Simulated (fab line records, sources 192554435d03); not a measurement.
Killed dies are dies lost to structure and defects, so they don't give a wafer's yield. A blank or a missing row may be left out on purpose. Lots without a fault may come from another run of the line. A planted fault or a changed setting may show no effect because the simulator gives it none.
fab line records | flow n5_finfet
record lots=6 wafers=18 last_day=20
route steps=1938 shown TV_OPEN@1889 PAD_METAL@1893 PASSIVATION@1897
lots that met no fault: from a run of the same line without faults
start_h: hours from the record's first day to the start of the lot's first wafer shown | wait_h: hours since the lot's step before | " the same as in the row above | L1.1+2: a row that stands for several wafers | - no value, or no start given | * or withheld: withheld | < > ~ a bound
route shown NAME@n: a module of which the file shows steps, and the number in the route of the first | usual: mean/standard deviation of fault-free wafers | same: alike in all rows | chamber/n: place in a boat | sites: the reading at each site | _std_site: their standard deviation | _edge_site: outer sites' mean less inner sites' | radius_mm: how far each site lies from the wafer's centre | mask NAME#n: copy n | behind: the tool/chamber that last shaped the wafer | hold: why the lot was held/for how many hours/how that ended | device: the transistor (n, p or np) that didn't switch | end of line: the same wafers' tests at the end of the route | a step without rows: its recipe alone | killed: dies lost to structure and defects at the first sort, not the wafer's yield | map: a wafer's dies, x killed, . not, _ none there
set.NAME: the setting as run; set.NAME@STEP: as run at that earlier step | model.NAME: the simulator's own value behind a step, which no gauge read
lots at some steps of the route; a table a step, a row a wafer
services: from which hour (start_h, from the record's first day; less than 0 if before it) a tool's chamber was out of use, for how many hours, and why
## steps
# step N5_PASSIVATION_STRIP_14
# recipe chemistry=O2 power_w=600 temp_c=60 pressure_mtorr=30 rf_frequency_hz=6e+07 bias_power_w=0 overash_fraction=0.5 o2_flow_sccm=225
# usual chamber_pressure_mTorr=30.00/0.048 drypump_motor_current_A=5.6/0.48 oes_product_au=0.83/0.097 rf_vpp_V=3.7/0.91 showerhead_plenum_p_Torr=2.12/0.08 throttle_valve_pct=16.51/0.27
# same overash_fraction=0.5
# columns lot.wafer tool chamber start_h wait_h chamber_pressure_mTorr drypump_motor_current_A oes_product_au rf_hours_counter_h rf_vpp_V showerhead_plenum_p_Torr throttle_valve_pct
L674.4 rie_diel-02 2 331.52 0.1 30.01 5.5 0.70 234 2.6 2.17 16.65
L674.5 " 3 " " 29.95 6.0 0.69 - 3.1 1.98 16.76
L674.6 " 0 " " 30.00 5.0 0.94 - 5.2 2.15 16.07
L676.1 rie_diel-05 1 340.10 0.1 30.03 5.4 0.80 99 5.1 2.19 16.44
L676.5 " 3 " " 30.00 4.9 0.96 - 2.9 2.14 16.32
L676.6 " 0 " " 30.01 5.6 0.90 - 3.9 2.07 16.69
L682.3 rie_diel-05 3 403.96 0.1 30.03 5.0 0.91 24 5.4 2.14 16.34
L682.4 " 2 " " 30.01 5.6 0.89 46 3.4 2.25 16.56
L682.6 " 1 " " 29.99 5.5 0.80 - 2.6 2.19 16.46
L688.3 rie_diel-02 0 421.54 0.1 29.93 5.0 0.90 42 4.0 2.14 16.11
L688.4 " 1 " " 30.02 6.4 0.70 - 2.8 1.99 16.95
L688.5 " 0 " " 30.03 5.0 0.88 - 4.8 2.14 16.10
L690.1 rie_diel-05 3 444.52 0.1 29.98 5.0 0.91 36 1.4 2.13 16.34
L690.4 " 2 " " 30.01 5.6 0.89 56 2.5 2.24 16.58
L690.5 " 0 " " 30.01 5.6 0.87 - 3.8 2.06 16.71
L692.3 rie_diel-02 0 468.68 0.1 30.02 5.0 0.85 56 3.9 2.13 16.14
L692.5 " 1 " " 29.91 6.4 0.69 - 4.1 1.99 16.97
L692.6 " 2 " " 29.98 5.6 0.99 - 2.7 2.15 16.27
# step N5_PASSIVATION_ETCH_15
# recipe chemistry=CF4/N2 target=SiCN target_depth_a=750 taper_deg=2 time_s=81.2 ion_energy_ev=150 mask_material=SiNx pressure_mtorr=40 source_w=430 bias_w=70 Ar_flow_sccm=100 cf4_flow_sccm=60 n2_flow_sccm=60
# usual chamber_pressure_mTorr=40.00/0.037 drypump_motor_current_A=5.6/0.48 oes_product_au=0.82/0.097 rf_vpp_V=382.8/2.1 showerhead_plenum_p_Torr=2.22/0.079 throttle_valve_pct=15.27/0.27
# columns lot.wafer tool chamber start_h wait_h chamber_pressure_mTorr drypump_motor_current_A oes_product_au rf_hours_counter_h rf_vpp_V showerhead_plenum_p_Torr throttle_valve_pct
L674.4 rie_diel-02 2 - - 39.93 5.6 0.69 234 383.7 2.25 15.36
L674.5 " 3 " " 40.01 6.0 0.69 - 379.5 2.10 15.64
L674.6 " 0 " " 40.01 5.0 0.94 - 383.1 2.26 14.82
L676.1 rie_diel-05 1 - - 39.96 5.4 0.82 99 384.4 2.32 15.28
L676.5 " 3 " " 39.98 5.0 0.93 - 382.5 2.25 15.05
L676.6 " 0 " " 39.93 5.6 0.89 - 380.7 2.15 15.31
L682.3 rie_diel-05 3 - - 39.96 4.9 0.89 24 383.1 2.24 15.09
L682.4 " 2 " " 40.03 5.6 0.89 46 385.1 2.33 15.21
L682.6 " 1 " " 39.98 5.5 0.81 - 384.4 2.31 15.32
L688.3 rie_diel-02 0 - - 40.01 5.0 0.89 42 382.4 2.25 14.87
L688.4 " 1 " " 40.01 6.4 0.70 - 377.8 2.11 15.75
L688.5 " 0 " " 40.06 5.0 0.89 - 383.1 2.25 14.89
L690.1 rie_diel-05 3 - - 39.99 4.9 0.89 36 382.1 2.24 15.12
L690.4 " 2 " " 40.00 5.6 0.88 56 385.8 2.33 15.24
L690.5 " 0 " " 40.02 5.6 0.85 - 379.8 2.14 15.36
L692.3 rie_diel-02 0 - - 40.00 5.0 0.87 56 381.4 2.24 14.91
L692.5 " 1 " " 39.99 6.4 0.69 - 381.0 2.10 15.76
L692.6 " 2 " " 40.01 5.6 0.95 - 383.6 2.24 14.90
# step N5_PASSIVATION_STRIP_73
# recipe chemistry=post_etch_residue_remover time_s=60 temp_c=25 remover_ph=withheld remover_water_wt_pct=withheld remover_fluoride_wt_pct=withheld
# step N5_PASSIVATION_SRD_17
# recipe time_s=30 temp_c=23 rinse_liquid=diw dry=n2_spin spin_rpm=1500 dry_time_s=30
# step N5_PASSIVATION_DEGAS_18
# recipe ambient=vacuum temp_c=300 time_s=60
# step N5_PASSIVATION_PRE_CLEAN_19
# recipe gas=H2/He time_s=* temp_c=*
# usual heater_power_w=469/45
# columns lot.wafer tool chamber start_h wait_h heater_power_w
L674.4 pvd_sputter-01 - 334.99 0.0 402
L674.5 " - " " 460
L674.6 " - " " 411
L676.1 pvd_sputter-02 - 340.42 0.0 460
L676.5 " - " " 476
L676.6 " - " " 530
L682.3 pvd_sputter-01 - 404.55 0.0 480
L682.4 " - " " 462
L682.6 " - " " 482
L688.3 pvd_sputter-02 - 422.38 0.0 470
L688.4 " - " " 525
L688.5 " - " " 473
L690.1 pvd_sputter-03 - 444.79 0.0 457
L690.4 " - " " 409
L690.5 " - " " 411
L692.3 pvd_sputter-03 - 469.28 0.0 444
L692.5 " - " " 555
L692.6 " - " " 410
# step N5_PASSIVATION_SPUTTER_20
# recipe material=TaN target_thk_a=500 temp_c=25 chamber_pressure_pa=0.4
# usual throttle_valve_pct=29.8/0.81
# columns lot.wafer tool chamber start_h wait_h throttle_valve_pct
L674.4 pvd_sputter-01 - 335.03 0.0 30.3
L674.5 " - " " 31.1
L674.6 " - " " 30.1
L676.1 pvd_sputter-02 - 340.46 0.0 30.0
L676.5 " - " " 30.0
L676.6 " - " " 29.8
L682.3 pvd_sputter-01 - 404.59 0.0 29.9
L682.4 " - " " 31.0
L682.6 " - " " 29.9
L688.3 pvd_sputter-02 - 422.42 0.0 30.1
L688.4 " - " " 30.0
L688.5 " - " " 30.3
L690.1 pvd_sputter-03 - 444.83 0.0 29.3
L690.4 " - " " 30.7
L690.5 " - " " 30.6
L692.3 pvd_sputter-03 - 469.32 0.0 29.5
L692.5 " - " " 29.8
L692.6 " - " " 30.4
# step N5_PASSIVATION_AL_DEP_21
# recipe material=Al target_thk_a=28000 temp_c=400 time_s=170 power_w=30000 chamber_pressure_pa=0.4 gas=Ar
# usual throttle_valve_pct=29.8/0.82
# columns lot.wafer tool chamber start_h wait_h throttle_valve_pct
L674.4 pvd_sputter-01 - 335.13 0.1 29.9
L674.5 " - " " 31.0
L674.6 " - " " 30.2
L676.1 pvd_sputter-02 - 340.56 0.1 30.2
L676.5 " - " " 30.0
L676.6 " - " " 29.8
L682.3 pvd_sputter-01 - 404.69 0.1 30.0
L682.4 " - " " 31.1
L682.6 " - " " 30.1
L688.3 pvd_sputter-02 - 422.52 0.1 30.0
L688.4 " - " " 29.7
L688.5 " - " " 30.1
L690.1 pvd_sputter-03 - 444.93 0.1 29.4
L690.4 " - " " 30.7
L690.5 " - " " 30.8
L692.3 pvd_sputter-03 - 469.42 0.1 29.4
L692.5 " - " " 29.4
L692.6 " - " " 30.4
# step N5_PASSIVATION_HMDS_23
# recipe time_s=60 temp_c=120
# step N5_PASSIVATION_COAT_24
# recipe spin_rpm=3000 resist_thk_nm=withheld
# step N5_PASSIVATION_EBR_26
# recipe solvent=PGMEA ebr_width_mm=1.5
# step N5_PASSIVATION_SOFTBAKE_25
# recipe temp_c=100 time_s=90
# step N5_PASSIVATION_EXPOSE_27
# recipe mask_id=PAD na=0.55 source_shape=conventional sigma_outer=0.8 polarization=unpolarized defocus_nm=0 dose_mj=32.3
# usual exposure_dose_mJ_cm2=32.30/0.033 focus_offset_nm=-0.1/0.56
# columns lot.wafer tool chamber start_h wait_h mask exposure_dose_mJ_cm2 focus_offset_nm
L674.4 krf_scanner-02 - 335.57 - PAD#0 - -
L674.5 " - " " PAD#0 - -
L674.6 " - " " PAD#0 - -
L676.1 krf_scanner-02 - 340.86 - PAD#0 - -
L676.5 " - " " PAD#0 - -
L676.6 " - " " PAD#0 - -
L682.3 krf_scanner-01 0 405.00 - PAD#0 32.33 0.3
L682.4 " 0 " " PAD#0 32.31 0.7
L682.6 " 0 " " PAD#0 32.30 0.7
L688.3 krf_scanner-01 0 422.83 - PAD#0 32.30 0.7
L688.4 " 0 " " PAD#0 32.29 -0.2
L688.5 " 0 " " PAD#0 32.32 0.0
L690.1 krf_scanner-02 0 445.22 - PAD#0 32.27 0.8
L690.4 " 0 " " PAD#0 32.33 0.3
L690.5 " 0 " " PAD#0 32.29 0.5
L692.3 krf_scanner-01 0 469.73 - PAD#0 32.33 -0.1
L692.5 " 0 " " PAD#0 32.28 -0.4
L692.6 " 0 " " PAD#0 32.30 -0.2
# step N5_PASSIVATION_PEB_28
# recipe peb_temp_c=withheld peb_time_s=*
## services
# columns tool chamber start_h hours kind
krf_scanner-01 - 321.41 1.0 pm
krf_scanner-01 - 329.90 1.0 pm
rie_diel-05 1 330.57 3.3 repair
rie_diel-05 - 333.75 0.4 repair
krf_scanner-02 - 335.72 1.3 pm
pvd_sputter-01 - 344.74 1.6 repair
krf_scanner-01 - 348.95 4.4 pm
rie_diel-02 0 350.54 31.6 repair
pvd_sputter-02 - 351.20 11.7 repair
krf_scanner-02 - 356.16 0.2 repair
krf_scanner-01 - 363.72 1.3 pm
krf_scanner-02 - 370.79 3.6 pm
pvd_sputter-03 - 378.22 3.7 repair
rie_diel-05 - 385.81 4.3 pm
rie_diel-05 3 390.15 6.0 repair
rie_diel-05 0 416.65 2.6 repair
pvd_sputter-03 - 421.46 2.4 repair
pvd_sputter-01 - 425.15 1.2 repair
rie_diel-02 - 427.79 2.8 pm
rie_diel-02 1 430.95 4.9 repair
rie_diel-02 3 438.89 3.2 repair
rie_diel-02 2 440.26 5.5 repair
rie_diel-05 - 452.19 0.5 repair
pvd_sputter-01 - 463.21 7.4 repair
## key
first_sign step=N5_PASSIVATION_EXPOSE_27 reading=tool_record direction=missing
effect none on later readings
met_at N5_PASSIVATION_EXPOSE_27
struck_wafers L674.4,L674.5,L674.6,L676.1,L676.5,L676.6
later_rows_left_out L674.4,L674.5,L674.6,L676.1,L676.5,L676.6
sort_left_out L674.4,L674.5,L674.6,L676.1,L676.5,L676.6
fault kind=skipped_step_whole tool=krf_scanner-02 chamber=- onset_h=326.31 steps=N5_PASSIVATION_EXPOSE_27 scope=struck_lots_only
# sort_left_out: the simulated sort isn't trusted on such a fault, so these wafers' sort isn't shown, and their yield isn't known
# later_rows_left_out: the simulator's readings of these wafers behind a module that went badly wrong aren't trusted and aren't shown, but for the sort
